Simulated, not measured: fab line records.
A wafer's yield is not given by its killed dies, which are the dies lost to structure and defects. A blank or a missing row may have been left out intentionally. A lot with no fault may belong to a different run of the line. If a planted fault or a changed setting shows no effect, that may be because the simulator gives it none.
Lot-split experiment / flow n5 finfet / on a route of 1938 steps: 7 lots, 21 wafers read

## THE SPLIT
At N5_BEOL_M1_COAT_05 (resist thk 30 nm), the setting spin rpm was moved away from the recipe's 1500 rpm on 7 of the 21 wafers read, by -3.8% to +10.3%. The other wafers ran this setting at the recipe's value.

Reading taken at the split's own step.

## THE READING
CAR-EUV_of_BEOL_M1_COAT_05.thk nm (the simulator's own value, which no gauge read), in nm, at N5_BEOL_M1_COAT_05 (resist thk 30 nm). The file gives no usual value for it. Across the 14 wafers here that went through the recipe, the average is 29.9 nm and the standard deviation 0.12 nm.

wafer=L078.1; tool, chamber at the split=litho track-05, 0; spin rpm as run, rpm=1500; against the recipe=recipe; CAR-EUV_of_BEOL_M1_COAT_05.thk nm, nm=30; against lot-mates on the recipe=-
wafer=L078.3; tool, chamber at the split=litho track-05, 0; spin rpm as run, rpm=1500; against the recipe=recipe; CAR-EUV_of_BEOL_M1_COAT_05.thk nm, nm=30; against lot-mates on the recipe=-
wafer=L078.4; tool, chamber at the split=litho track-05, 0; spin rpm as run, rpm=1577; against the recipe=+5.1%; CAR-EUV_of_BEOL_M1_COAT_05.thk nm, nm=29.4; against lot-mates on the recipe=-0.6
wafer=L081.1; tool, chamber at the split=litho track-05, 0; spin rpm as run, rpm=1500; against the recipe=recipe; CAR-EUV_of_BEOL_M1_COAT_05.thk nm, nm=30; against lot-mates on the recipe=-
wafer=L081.2; tool, chamber at the split=litho track-05, 0; spin rpm as run, rpm=1646; against the recipe=+9.7%; CAR-EUV_of_BEOL_M1_COAT_05.thk nm, nm=28.6; against lot-mates on the recipe=-1.3
wafer=L081.6; tool, chamber at the split=litho track-05, 0; spin rpm as run, rpm=1500; against the recipe=recipe; CAR-EUV_of_BEOL_M1_COAT_05.thk nm, nm=29.8; against lot-mates on the recipe=-
wafer=L083.1; tool, chamber at the split=litho track-02, 0; spin rpm as run, rpm=1500; against the recipe=recipe; CAR-EUV_of_BEOL_M1_COAT_05.thk nm, nm=30.2; against lot-mates on the recipe=-
wafer=L083.2; tool, chamber at the split=litho track-02, 0; spin rpm as run, rpm=1622; against the recipe=+8.1%; CAR-EUV_of_BEOL_M1_COAT_05.thk nm, nm=29; against lot-mates on the recipe=-1.1
wafer=L083.6; tool, chamber at the split=litho track-02, 0; spin rpm as run, rpm=1500; against the recipe=recipe; CAR-EUV_of_BEOL_M1_COAT_05.thk nm, nm=30; against lot-mates on the recipe=-
wafer=L084.1; tool, chamber at the split=litho track-05, 0; spin rpm as run, rpm=1500; against the recipe=recipe; CAR-EUV_of_BEOL_M1_COAT_05.thk nm, nm=29.8; against lot-mates on the recipe=-
wafer=L084.6; tool, chamber at the split=litho track-05, 0; spin rpm as run, rpm=1500; against the recipe=recipe; CAR-EUV_of_BEOL_M1_COAT_05.thk nm, nm=29.8; against lot-mates on the recipe=-
wafer=L084.5; tool, chamber at the split=litho track-05, 0; spin rpm as run, rpm=1500; against the recipe=recipe; CAR-EUV_of_BEOL_M1_COAT_05.thk nm, nm=30; against lot-mates on the recipe=-
wafer=L086.2; tool, chamber at the split=litho track-05, 0; spin rpm as run, rpm=1500; against the recipe=recipe; CAR-EUV_of_BEOL_M1_COAT_05.thk nm, nm=29.8; against lot-mates on the recipe=-
wafer=L086.4; tool, chamber at the split=litho track-05, 0; spin rpm as run, rpm=1500; against the recipe=recipe; CAR-EUV_of_BEOL_M1_COAT_05.thk nm, nm=29.8; against lot-mates on the recipe=-
wafer=L086.6; tool, chamber at the split=litho track-05, 0; spin rpm as run, rpm=1500; against the recipe=recipe; CAR-EUV_of_BEOL_M1_COAT_05.thk nm, nm=30; against lot-mates on the recipe=-
wafer=L087.1; tool, chamber at the split=litho track-01, 0; spin rpm as run, rpm=1654; against the recipe=+10.3%; CAR-EUV_of_BEOL_M1_COAT_05.thk nm, nm=28.6; against lot-mates on the recipe=-1.4
wafer=L087.5; tool, chamber at the split=litho track-01, 0; spin rpm as run, rpm=1654; against the recipe=+10.3%; CAR-EUV_of_BEOL_M1_COAT_05.thk nm, nm=28.6; against lot-mates on the recipe=-1.4
wafer=L087.3; tool, chamber at the split=litho track-01, 0; spin rpm as run, rpm=1500; against the recipe=recipe; CAR-EUV_of_BEOL_M1_COAT_05.thk nm, nm=30; against lot-mates on the recipe=-
wafer=L091.1; tool, chamber at the split=litho track-02, 0; spin rpm as run, rpm=1443; against the recipe=-3.8%; CAR-EUV_of_BEOL_M1_COAT_05.thk nm, nm=30.6; against lot-mates on the recipe=+0.6
wafer=L091.2; tool, chamber at the split=litho track-02, 0; spin rpm as run, rpm=1443; against the recipe=-3.8%; CAR-EUV_of_BEOL_M1_COAT_05.thk nm, nm=30.6; against lot-mates on the recipe=+0.6
wafer=L091.5; tool, chamber at the split=litho track-02, 0; spin rpm as run, rpm=1500; against the recipe=recipe; CAR-EUV_of_BEOL_M1_COAT_05.thk nm, nm=30; against lot-mates on the recipe=-

FIT RESULTS
A straight line over all 21 wafers: CAR-EUV_of_BEOL_M1_COAT_05.thk nm changes by -0.134 nm for each +1% of spin rpm; r = -0.98; the points scatter about the line by 0.12 nm.
The same after taking each lot's own level away (the mean of its wafers on the recipe; 21 wafers): -0.137 nm for each +1%; r = -0.99; scatter 0.077 nm.
Per that fit: largest spin rpm move, reading shift of 1.4 nm.
The lots' own levels span 29.87 to 30.10 nm, that is 2.0 times the standard deviation above.
So the lot-to-lot level changes the slope little: the two slopes agree.
Check: with one of the wafers moved furthest among these (+10.3%) left out of the fit, the line predicts -1.39 nm for it against its lot-mates. Against them it came out at -1.4 nm.

## FILE'S OWN FIT
CAR-EUV_of_BEOL_M1_COAT_05.thk nm changes by -0.135 nm for each +1% of spin rpm, r = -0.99.
